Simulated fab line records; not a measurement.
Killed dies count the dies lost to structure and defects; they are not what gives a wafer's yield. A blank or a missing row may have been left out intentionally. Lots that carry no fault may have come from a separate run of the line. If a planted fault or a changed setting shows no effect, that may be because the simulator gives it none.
fab line records | flow n5-finfet | part 1 of 2: steps 1 to 4 of 6
record lots=21 wafers=63 last-day=17
route steps=1938 shown BEOL_M10@1474 BEOL_M11@1579
lots that met no fault: taken from a fault-free run of the same line
start-h: hours from the record's opening day to when the first of the lot's shown wafers began | wait-h: how many hours have passed since the lot's step before this one | " the same as in the row above | L1.1+2: a row that stands for several wafers | - either no value or no given start | * or withheld: withheld | < > ~ a bound
route shown NAME@n: NAME is a module with steps in the file, n the number in the route of the first one | usual: the fault-free wafers' mean and standard deviation | same: alike in all rows | chamber/n: place in a boat | sites: per-site readings | _std_site: how widely they spread, as a standard deviation | _edge_site: mean of outer sites minus mean of inner sites | radius-mm: how far each site lies from the wafer's centre | mask NAME#n: copy n | behind: the last tool/chamber to shape the wafer | hold: cause of the lot's hold/its duration in hours/its outcome | device: whichever transistor did not switch (one of n, p or np) | end of line: at the end of the route, the tests of the same wafers | a step without rows: its recipe alone | killed: at the first sort, the dies lost to defects and structure; wafer yield is something else | map: a wafer's dies, x killed, . not, _ none there
set.NAME: the setting as run; set.NAME@STEP: as run at that earlier step | model.NAME: the simulator's own value behind a step, which no gauge read
a sample of lots followed through the steps of the route, with each step as a table and each wafer as a row
services: a tool's chamber out of use, with start hour (start-h, from the record's first day; less than 0 if before it), hours out, and reason
## steps
# step N5_BEOL_M10_HM_DEP_02
# recipe material=TiN target-thk-a=200 temp-c=25 chamber-pressure-pa=0.49996
# usual susceptor-temp-C=24.99/0.099 throttle-valve-pct=29.6/1
# columns lot.wafer tool chamber start-h wait-h susceptor-temp-C throttle-valve-pct
L074.2 pvd-sputter-02 - 217.71 0.8 25.08 30.4
L074.3 " - " " 25.02 30.0
L074.4 " - " " 24.97 30.2
L075.4 pvd-sputter-02 - 217.91 0.5 25.01 28.5
L075.5 " - " " 25.05 30.0
L075.6 " - " " 24.92 28.4
L078.2 pvd-sputter-03 - 231.23 1.1 25.01 30.6
L078.3 " - " " 24.81 30.1
L078.4 " - " " 24.88 28.8
L077.3 pvd-sputter-02 - 238.98 0.8 25.02 30.0
L077.5 " - " " 24.91 30.2
L077.6 " - " " 25.10 28.4
L080.1 pvd-sputter-03 - 242.32 1.5 25.10 28.6
L080.3 " - " " 24.97 30.4
L080.4 " - " " 25.00 28.8
L081.1 pvd-sputter-02 - 245.70 0.8 24.96 28.5
L081.3 " - " " 25.00 30.2
L081.6 " - " " 25.05 30.1
L083.1 pvd-sputter-02 - 265.94 0.3 25.05 28.1
L083.4 " - " " 24.92 30.3
L083.5 " - " " 25.03 28.3
L082.1 pvd-sputter-01 - 266.08 0.4 24.83 29.3
L082.3 " - " " 25.06 28.3
L082.4 " - " " 25.02 32.2
L084.2 pvd-sputter-02 - 266.20 0.1 24.95 30.2
L084.3 " - " " 25.01 30.3
L084.6 " - " " 24.92 28.1
L085.2 pvd-sputter-02 - 272.36 0.5 24.99 30.5
L085.4 " - " " 25.10 29.9
L085.5 " - " " 24.96 30.1
L086.2 pvd-sputter-01 - 272.92 0.2 25.20 28.5
L086.3 " - " " 24.93 29.2
L086.6 " - " " 25.02 29.3
L089.1 pvd-sputter-03 - 290.98 1.6 25.14 30.5
L089.2 " - " " 24.92 28.5
L089.3 " - " " 25.14 28.7
L088.1 pvd-sputter-02 - 301.45 0.7 25.03 30.5
L088.5 " - " " 25.05 28.1
L088.6 " - " " 25.16 29.9
L091.2 pvd-sputter-01 - 309.86 0.9 24.90 28.6
L091.5 " - " " 25.12 29.7
L091.6 " - " " 24.81 28.4
L090.1 pvd-sputter-03 - 310.21 0.3 25.15 28.7
L090.3 " - " " 24.90 30.5
L090.5 " - " " 25.12 28.6
L093.2 pvd-sputter-03 - 322.63 2.9 24.98 30.6
L093.3 " - " " 24.97 28.8
L093.4 " - " " 25.11 28.8
L092.1 pvd-sputter-02 - 326.64 0.0 24.95 30.4
L092.2 " - " " 24.96 29.8
L092.4 " - " " 25.14 28.1
L095.2 pvd-sputter-03 - 333.79 2.2 24.93 28.7
L095.5 " - " " 24.75 30.1
L095.6 " - " " 25.02 28.7
L094.3 pvd-sputter-01 - 338.19 0.2 24.98 29.4
L094.4 " - " " 24.86 29.3
L094.6 " - " " 25.05 28.5
L096.4 pvd-sputter-01 - 344.09 0.8 25.04 29.5
L096.5 " - " " 25.11 32.1
L096.6 " - " " 25.21 28.6
L097.2 pvd-sputter-01 - 356.63 0.5 24.91 28.2
L097.4 " - " " 25.01 29.4
L097.6 " - " " 24.94 28.5
# step N5_BEOL_M10_ETCH_65
# recipe chemistry=CF4 target=SiARC target-depth-a=390 mask-material=CAR-ArF time-s=65 ion-energy-ev=80 pressure-mtorr=40 source-w=545 bias-w=36 Ar_flow_sccm=100 cf4-flow-sccm=100 ends=cleared
# usual bias-w=36.00/0.11 drypump-motor-current-A=5.7/0.52 etch-rf-on-time-s=65.5/1.8 oes-product-au=0.68/0.059 rf-vpp-V=183.9/1 showerhead-plenum-p-Torr=2.12/0.049 throttle-valve-pct=15.69/0.21
# columns lot.wafer tool chamber start-h wait-h bias-w drypump-motor-current-A etch-rf-on-time-s oes-product-au rf-hours-counter-h rf-vpp-V showerhead-plenum-p-Torr throttle-valve-pct
L075.4 rie-diel-01 2 220.74 0.0 35.93 5.3 64.5 0.64 148 185.9 2.23 15.74
L075.5 " 3 " " 36.06 6.0 66.4 0.67 - 184.1 2.17 15.81
L075.6 " 2 " " 36.11 5.3 65.0 0.64 - 186.6 2.23 15.72
L074.2 rie-diel-05 0 220.91 0.0 36.21 5.1 63.9 0.71 78 183.4 2.10 15.53
L074.3 " 2 " " 35.99 6.7 69.6 0.59 198 185.6 2.11 16.05
L074.4 " 1 " " 36.07 5.8 65.9 0.71 67 182.5 2.08 15.53
L078.2 rie-diel-05 0 234.78 0.0 35.81 5.1 63.3 0.72 83 183.4 2.10 15.53
L078.3 " 2 " " 36.01 6.7 69.1 0.59 204 183.1 2.11 16.06
L078.4 " 0 " " 35.95 5.1 63.0 0.72 - 183.0 2.10 15.53
L077.3 rie-diel-04 0 241.30 0.0 35.85 5.9 66.7 0.65 146 181.5 2.05 15.57
L077.5 " 3 " " 36.03 6.0 62.8 0.77 - 184.2 2.10 15.36
L077.6 " 0 " " 35.76 5.9 66.4 0.65 - 184.2 2.05 15.57
L080.1 rie-diel-01 2 245.07 0.0 35.76 5.3 65.1 0.63 157 184.4 2.23 15.75
L080.3 " 0 " " 36.09 6.3 64.9 0.66 160 185.3 2.17 15.81
L080.4 " 1 " " 35.90 5.8 69.0 0.56 244 183.1 2.09 16.19
L081.1 rie-diel-04 0 248.13 0.0 36.02 5.9 66.6 0.64 150 180.9 2.05 15.55
L081.3 " 3 " " 35.87 6.0 63.6 0.76 47 183.6 2.10 15.38
L081.6 " 3 " " 36.03 6.0 63.7 0.77 - 183.3 2.10 15.37
L082.1 rie-diel-01 3 268.65 0.0 35.98 6.0 65.9 0.66 129 184.2 2.17 15.85
L082.3 " 0 " " 35.79 6.3 65.2 0.64 171 183.8 2.17 15.84
L082.4 " 2 " " 35.97 5.3 64.9 0.62 - 184.4 2.22 15.76
L083.1 rie-diel-04 3 268.81 0.0 36.04 6.0 63.6 0.75 55 181.8 2.10 15.40
L083.4 " 0 " " 35.96 5.9 66.5 0.64 158 183.3 2.05 15.60
L083.5 " 0 " " 36.15 5.9 66.5 0.64 - 182.0 2.05 15.59
L084.2 rie-diel-01 3 269.17 0.0 36.06 6.0 65.9 0.65 129 184.7 2.17 15.83
L084.3 " 2 " " 36.02 5.3 65.4 0.62 167 184.1 2.22 15.77
L084.6 " 2 " " 36.07 5.3 65.6 0.62 - 185.4 2.22 15.75
L085.2 rie-diel-04 1 274.39 0.0 36.07 5.4 63.5 0.70 89 184.2 2.16 15.67
L085.4 " 3 " " 36.07 6.0 62.7 0.76 57 183.0 2.10 15.39
L085.5 " 3 " " 36.00 6.0 63.0 0.75 - 184.4 2.10 15.41
L086.2 rie-diel-05 1 275.13 0.0 35.98 5.8 65.2 0.70 85 184.3 2.07 15.57
L086.3 " 2 " " 36.03 6.7 69.4 0.58 220 183.2 2.10 16.10
L086.6 " 0 " " 35.96 5.0 62.8 0.71 - 184.3 2.09 15.55
L089.1 rie-diel-05 0 294.56 0.0 36.16 5.1 63.1 0.70 104 183.6 2.09 15.56
L089.2 " 1 " " 36.01 5.8 65.5 0.69 91 182.2 2.07 15.58
L089.3 " 2 " " 36.01 6.7 69.1 0.57 227 183.6 2.10 16.11
L088.1 rie-diel-04 0 305.26 0.0 35.91 5.9 67.3 0.63 171 183.3 2.04 15.60
L088.5 " 3 " " 36.07 6.0 63.6 0.74 - 184.0 2.09 15.41
L088.6 " 2 " " 36.00 5.4 65.1 0.73 - 182.1 2.08 15.36
L090.1 rie-diel-05 0 312.59 0.0 35.78 5.1 64.4 0.69 112 183.5 2.09 15.58
L090.3 " 3 " " 36.01 4.9 66.6 0.72 74 183.9 2.11 15.65
L090.5 " 2 " " 35.93 6.7 69.9 0.58 - 183.0 2.10 16.12
L091.2 rie-diel-04 3 312.85 0.0 35.88 6.0 63.6 0.74 71 183.8 2.09 15.43
L091.5 " 3 " " 35.96 6.0 64.4 0.74 - 184.8 2.09 15.42
L091.6 " 2 " " 36.08 5.4 65.1 0.73 - 185.7 2.08 15.37
L093.2 rie-diel-04 3 325.68 0.0 36.05 6.0 63.9 0.73 75 183.3 2.09 15.43
L093.3 " 2 " " 36.02 5.4 65.9 0.71 63 184.3 2.08 15.35
L093.4 " 1 " " 36.00 5.4 65.7 0.68 107 183.3 2.16 15.70
L092.1 rie-diel-05 0 329.31 0.0 36.10 5.1 63.3 0.69 118 183.5 2.09 15.59
L092.2 " 1 " " 36.12 5.8 66.1 0.68 100 182.7 2.07 15.60
L092.4 " 2 " " 36.20 6.7 70.4 0.56 - 184.7 2.10 16.12
L095.2 rie-diel-01 0 335.36 0.0 35.92 6.3 65.6 0.63 198 184.6 2.16 15.88
L095.5 " 3 " " 35.93 6.0 65.0 0.64 - 183.7 2.16 15.91
L095.6 " 0 " " 35.94 6.3 64.3 0.63 - 183.2 2.16 15.88
L094.3 rie-diel-01 0 339.73 0.0 36.04 6.3 65.8 0.62 200 182.0 2.16 15.89
L094.4 " 1 " " 36.05 5.8 62.8 0.79 17 184.1 2.08 15.70
L094.6 " 3 " " 36.17 6.0 66.0 0.64 - 184.0 2.16 15.91
L096.4 rie-diel-05 2 345.55 0.0 36.01 6.7 70.5 0.56 244 184.4 2.10 16.15
L096.5 " 0 " " 35.96 5.1 63.1 0.69 - 182.9 2.08 15.59
L096.6 " 3 " " 35.98 4.9 67.2 0.71 - 183.6 2.10 15.66
L097.2 rie-diel-01 0 358.64 0.0 36.11 6.3 65.7 0.62 207 182.7 2.16 15.90
L097.4 " 1 " " 35.94 5.7 62.8 0.78 24 184.1 2.08 15.71
L097.6 " 0 " " 36.00 6.3 65.5 0.62 - 183.5 2.15 15.89
# step N5_BEOL_M10_ETCH_41
# recipe chemistry=CH3F/O2 target=SiCN target-depth-a=426 taper-deg=2 time-s=86 ion-energy-ev=120 mask-material=TiN pressure-mtorr=30 source-w=395 bias-w=75 Ar_flow_sccm=150 CH3F_flow_sccm=30 O2_flow_sccm=20
# usual O2_flow_sccm=20.00/0.06 bias-w=75.02/0.23 drypump-motor-current-A=5.7/0.52 oes-product-au=0.79/0.071 rf-vpp-V=296.8/1.1 showerhead-plenum-p-Torr=1.98/0.053 throttle-valve-pct=16.43/0.21
# columns lot.wafer tool chamber start-h wait-h O2_flow_sccm bias-w drypump-motor-current-A oes-product-au rf-hours-counter-h rf-vpp-V showerhead-plenum-p-Torr throttle-valve-pct
L075.4 rie-diel-01 2 - - 19.98 74.81 5.3 0.74 149 299.4 2.11 16.58
L075.5 " 3 " " 19.95 75.10 6.0 0.79 - 297.7 2.03 16.54
L075.6 " 2 " " 19.94 75.03 5.3 0.74 - 298.7 2.11 16.55
L074.2 rie-diel-05 0 - - 19.98 74.92 5.1 0.84 78 295.8 1.96 16.29
L074.3 " 2 " " 19.98 74.92 6.7 0.70 198 296.5 1.96 16.73
L074.4 " 1 " " 19.99 74.90 5.8 0.85 67 296.6 1.95 16.31
L078.2 rie-diel-05 0 - - 20.04 75.20 5.1 0.84 83 295.5 1.96 16.29
L078.3 " 2 " " 20.00 74.87 6.7 0.69 204 297.5 1.96 16.76
L078.4 " 0 " " 20.05 74.99 5.1 0.84 - 297.2 1.96 16.30
L077.3 rie-diel-04 0 - - 19.99 74.36 5.9 0.75 146 295.2 1.91 16.22
L077.5 " 3 " " 19.93 75.04 6.0 0.91 - 296.3 1.95 16.03
L077.6 " 0 " " 20.07 75.02 5.9 0.75 - 297.0 1.91 16.23
L080.1 rie-diel-01 2 - - 20.04 74.99 5.3 0.73 157 298.5 2.11 16.60
L080.3 " 0 " " 19.89 75.06 6.3 0.77 160 296.3 2.02 16.45
L080.4 " 1 " " 20.07 75.03 5.7 0.67 244 296.4 1.97 17.00
L081.1 rie-diel-04 0 - - 19.99 74.95 5.9 0.75 150 296.3 1.91 16.22
L081.3 " 3 " " 19.96 75.31 6.0 0.90 47 296.9 1.95 16.05
L081.6 " 3 " " 19.96 75.05 6.0 0.90 - 297.2 1.95 16.03
L082.1 rie-diel-01 3 - - 19.93 74.65 6.0 0.78 129 297.6 2.03 16.57
L082.3 " 0 " " 20.15 75.14 6.3 0.75 171 297.6 2.01 16.49
L082.4 " 2 " " 20.07 75.15 5.3 0.72 - 299.5 2.10 16.60
L083.1 rie-diel-04 3 - - 19.99 74.76 6.0 0.90 56 294.5 1.95 16.06
L083.4 " 0 " " 20.03 74.99 5.9 0.74 159 295.6 1.90 16.23
L083.5 " 0 " " 20.03 75.03 5.9 0.74 - 294.7 1.90 16.24
L084.2 rie-diel-01 3 - - 19.99 75.36 6.0 0.77 129 296.1 2.02 16.57
L084.3 " 2 " " 19.94 75.13 5.3 0.72 167 297.7 2.10 16.60
L084.6 " 2 " " 19.99 75.05 5.3 0.72 - 298.6 2.10 16.60
L085.2 rie-diel-04 1 - - 19.94 74.87 5.4 0.81 89 297.7 2.05 16.50
L085.4 " 3 " " 19.96 75.05 6.0 0.89 57 296.5 1.95 16.06
L085.5 " 3 " " 19.95 75.22 6.0 0.88 - 295.6 1.95 16.05
L086.2 rie-diel-05 1 - - 20.11 75.23 5.8 0.82 85 296.1 1.94 16.34
L086.3 " 2 " " 20.07 74.79 6.7 0.67 220 297.5 1.96 16.77
L086.6 " 0 " " 20.10 74.70 5.1 0.82 - 295.7 1.96 16.34
L089.1 rie-diel-05 0 - - 20.03 75.23 5.1 0.82 104 298.0 1.96 16.34
L089.2 " 1 " " 19.97 74.69 5.8 0.82 91 297.3 1.94 16.36
L089.3 " 2 " " 20.00 74.83 6.7 0.67 227 298.0 1.95 16.77
L088.1 rie-diel-04 0 - - 20.10 75.19 5.9 0.73 171 295.3 1.90 16.26
L088.5 " 3 " " 20.02 74.59 6.0 0.87 - 295.6 1.94 16.08
L088.6 " 2 " " 19.92 75.13 5.3 0.87 - 296.2 1.95 16.14
L090.1 rie-diel-05 0 - - 19.87 74.72 5.1 0.80 112 297.9 1.95 16.36
L090.3 " 3 " " 20.08 74.95 5.0 0.85 75 296.3 1.96 16.31
L090.5 " 2 " " 19.98 74.60 6.7 0.66 - 297.1 1.95 16.78
L091.2 rie-diel-04 3 - - 20.10 74.86 6.0 0.87 71 296.1 1.94 16.10
L091.5 " 3 " " 20.10 75.11 6.0 0.86 - 295.1 1.94 16.09
L091.6 " 2 " " 20.00 74.89 5.4 0.85 - 295.3 1.95 16.14
L093.2 rie-diel-04 3 - - 19.97 75.01 6.0 0.86 75 296.7 1.94 16.10
L093.3 " 2 " " 20.01 75.14 5.4 0.85 63 296.0 1.95 16.13
L093.4 " 1 " " 20.04 74.47 5.5 0.79 107 297.8 2.04 16.56
L092.1 rie-diel-05 0 - - 20.07 75.09 5.1 0.80 119 295.0 1.95 16.37
L092.2 " 1 " " 19.99 75.58 5.8 0.80 100 296.2 1.94 16.37
L092.4 " 2 " " 19.90 75.13 6.7 0.66 - 296.9 1.95 16.80
L095.2 rie-diel-01 0 - - 20.00 75.15 6.3 0.73 198 296.2 2.01 16.51
L095.5 " 3 " " 19.97 75.28 6.0 0.75 - 295.8 2.02 16.62
L095.6 " 0 " " 19.99 75.27 6.3 0.73 - 296.6 2.01 16.53
L094.3 rie-diel-01 0 - - 19.95 75.00 6.3 0.73 200 298.2 2.00 16.54
L094.4 " 1 " " 19.90 74.58 5.8 0.93 17 297.1 1.96 16.53
L094.6 " 3 " " 19.96 74.62 6.0 0.75 - 297.8 2.02 16.62
L096.4 rie-diel-05 2 - - 20.00 75.27 6.7 0.66 244 296.3 1.95 16.81
L096.5 " 0 " " 20.05 75.04 5.1 0.80 - 296.3 1.95 16.38
L096.6 " 3 " " 20.07 75.49 5.0 0.84 - 295.2 1.96 16.33
L097.2 rie-diel-01 0 - - 20.09 75.00 6.3 0.73 207 297.1 2.00 16.53
L097.4 " 1 " " 20.00 74.53 5.7 0.92 24 296.3 1.96 16.54
L097.6 " 0 " " 20.09 74.70 6.3 0.73 - 298.1 2.00 16.55
# step N5_BEOL_M10_CURE_72
# recipe temp-c=370 time-s=120 ambient=DMADMS/He material=SiCOH_lowk
# usual lamp-power-pct=52.30/0.058 wafer_temp_C_max=372.1/0.81
# columns lot.wafer tool chamber start-h wait-h lamp-power-pct wafer_temp_C_max
L075.4 uv-cure-03 0 221.54 0.2 52.42 370.7
L075.5 " 0 " " 52.21 371.0
L075.6 " 0 " " 52.39 371.2
L074.2 uv-cure-01 0 221.62 0.1 52.25 370.9
L074.3 " 0 " " 52.34 370.6
L074.4 " 0 " " 52.36 371.4
L078.2 uv-cure-03 0 235.58 0.1 52.37 371.2
L078.3 " 0 " " 52.29 370.9
L078.4 " 0 " " 52.23 370.5
L077.3 uv-cure-02 0 242.07 0.1 52.24 372.8
L077.5 " 0 " " 52.29 371.9
L077.6 " 0 " " 52.22 372.5
L080.1 uv-cure-03 1 245.72 0.0 52.57 372.5
L080.3 " 1 " " 52.31 373.3
L080.4 " 1 " " 52.30 371.7
L081.1 uv-cure-01 2 249.11 0.3 52.21 371.5
L081.3 " 2 " " 52.38 371.2
L081.6 " 2 " " 52.22 371.6
L082.1 uv-cure-01 0 269.30 0.0 52.20 371.8
L082.3 " 0 " " 52.26 371.1
L082.4 " 0 " " 52.26 371.3
L083.1 uv-cure-02 2 269.46 0.0 52.20 371.5
L083.4 " 2 " " 52.32 371.9
L083.5 " 2 " " 52.37 371.9
L084.2 uv-cure-01 1 269.88 0.1 52.32 372.6
L084.3 " 1 " " 52.24 372.4
L084.6 " 1 " " 52.33 372.5
L085.2 uv-cure-02 1 275.10 0.1 52.31 371.6
L085.4 " 1 " " 52.30 371.9
L085.5 " 1 " " 52.21 371.9
L086.2 uv-cure-02 2 275.83 0.1 52.33 371.8
L086.3 " 2 " " 52.30 371.1
L086.6 " 2 " " 52.21 371.2
L089.1 uv-cure-02 0 295.21 0.0 52.29 373.0
L089.2 " 0 " " 52.28 372.4
L089.3 " 0 " " 52.28 372.7
L088.1 uv-cure-01 1 305.91 0.0 52.31 372.7
L088.5 " 1 " " 52.34 373.3
L088.6 " 1 " " 52.29 373.4
L090.1 uv-cure-03 2 313.34 0.0 52.32 372.4
L090.3 " 2 " " 52.23 371.7
L090.5 " 2 " " 52.36 372.0
L091.2 uv-cure-02 0 313.58 0.1 52.30 371.9
L091.5 " 0 " " 52.20 371.9
L091.6 " 0 " " 52.28 372.4
L093.2 uv-cure-02 0 326.38 0.1 52.25 372.5
L093.3 " 0 " " 52.33 373.0
L093.4 " 0 " " 52.39 372.0
L092.1 uv-cure-03 1 329.98 0.0 52.23 372.8
L092.2 " 1 " " 52.28 372.6
L092.4 " 1 " " 52.32 372.7
L095.2 uv-cure-03 2 336.06 0.1 52.39 372.5
L095.5 " 2 " " 52.27 371.7
L095.6 " 2 " " 52.32 371.8
L094.3 uv-cure-01 2 340.48 0.1 52.36 371.4
L094.4 " 2 " " 52.34 371.4
L094.6 " 2 " " 52.36 371.5
L096.4 uv-cure-03 1 346.35 0.2 52.32 374.5
L096.5 " 1 " " 52.28 372.8
L096.6 " 1 " " 52.35 373.4
L097.2 uv-cure-01 1 359.34 0.1 52.29 373.6
L097.4 " 1 " " 52.34 372.9
L097.6 " 1 " " 52.34 372.8
